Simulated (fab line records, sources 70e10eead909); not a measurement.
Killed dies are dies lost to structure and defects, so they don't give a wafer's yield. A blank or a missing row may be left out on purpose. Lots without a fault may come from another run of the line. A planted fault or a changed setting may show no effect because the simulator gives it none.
Chamber matching | flow nand_harc | NHARC_P_BONDPAD_CMP_19 on cmp-03: 4 sister chambers
The step polishes, t overpolish 30 s, cu recess touch 16 s, target thk 160.81 nm. 20 wafers are shown with their chamber, then 10 later ones without.

WAFERS WITH THEIR CHAMBER
wafer  | chamber | motor_current_A (A) | overpolish_run_s (s)
L077.1 | 3       | 14.8                | 30.004
L077.3 | 1       | 13.0                | 30.010
L077.5 | 1       | 12.9                | 30.003
L080.1 | 0       | 12.7                | 29.985
L080.2 | 3       | 14.4                | 29.995
L080.3 | 1       | 13.1                | 30.004
L080.4 | 2       | 11.7                | 30.000
L080.5 | 1       | 12.7                | 29.990
L080.6 | 0       | 13.1                | 30.008
L082.1 | 1       | 13.1                | 29.993
L082.4 | 0       | 12.9                | 30.011
L082.5 | 0       | 12.8                | 30.018
L084.1 | 3       | 14.0                | 29.992
L084.4 | 0       | 12.9                | 30.012
L084.5 | 1       | 13.2                | 30.001
L088.4 | 2       | 11.8                | 30.012
L088.5 | 3       | 14.2                | 29.995
L088.6 | 0       | 13.6                | 29.999
L093.1 | 1       | 12.9                | 29.986
L093.2 | 2       | 11.8                | 29.994

SIGNATURES (means of the wafers above)
reading          | chamber 0 | chamber 1 | chamber 2 | chamber 3 | scatter within a chamber
motor_current_A  | 13.000    | 12.986    | 11.767    | 14.350    | 0.256
overpolish_run_s | 30.00550  | 29.99814  | 30.00200  | 29.99650  | 0.00933
Rule: a wafer's distance from a chamber is the root of the sum, over the readings, of the square of ((its reading less the chamber's mean) divided by the reading's scatter). The wafer belongs to the nearest chamber; if the next one is less than 2 further off, it can't be placed. The scatter: the root of (the sum of the squares of (reading less its chamber's mean) over the shown wafers, divided by (wafers less chambers)).

WAFERS WITHOUT THEIR CHAMBER
wafer  | motor_current_A (A) | overpolish_run_s (s)
L093.3 | 12.6                | 30.002
L094.1 | 14.1                | 30.005
L094.4 | 13.4                | 29.999
L094.6 | 14.9                | 29.993
L097.3 | 14.2                | 30.018
L097.4 | 12.1                | 30.003
L097.5 | 13.1                | 30.002
L097.1 | 13.1                | 29.995
L097.2 | 11.6                | 30.000
L097.6 | 13.1                | 29.989

WHICH CHAMBER EACH WENT THROUGH
wafer  | from the rows above          | in truth
L093.3 | can't be placed: 1 or 0 or 2 | 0
L094.1 | 3                            | 3
L094.4 | can't be placed: 1 or 0      | 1
L094.6 | 3                            | 3
L097.3 | 3                            | 3
L097.4 | 2                            | 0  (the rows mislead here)
L097.5 | can't be placed: 0 or 1      | 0
L097.1 | can't be placed: 1 or 0      | 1
L097.2 | 2                            | 2
L097.6 | can't be placed: 1 or 0      | 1
Placed correctly: 4 of 10. Can't be placed from these rows: 5 (the true chamber is among the candidates in 5). Placed wrongly: 1.
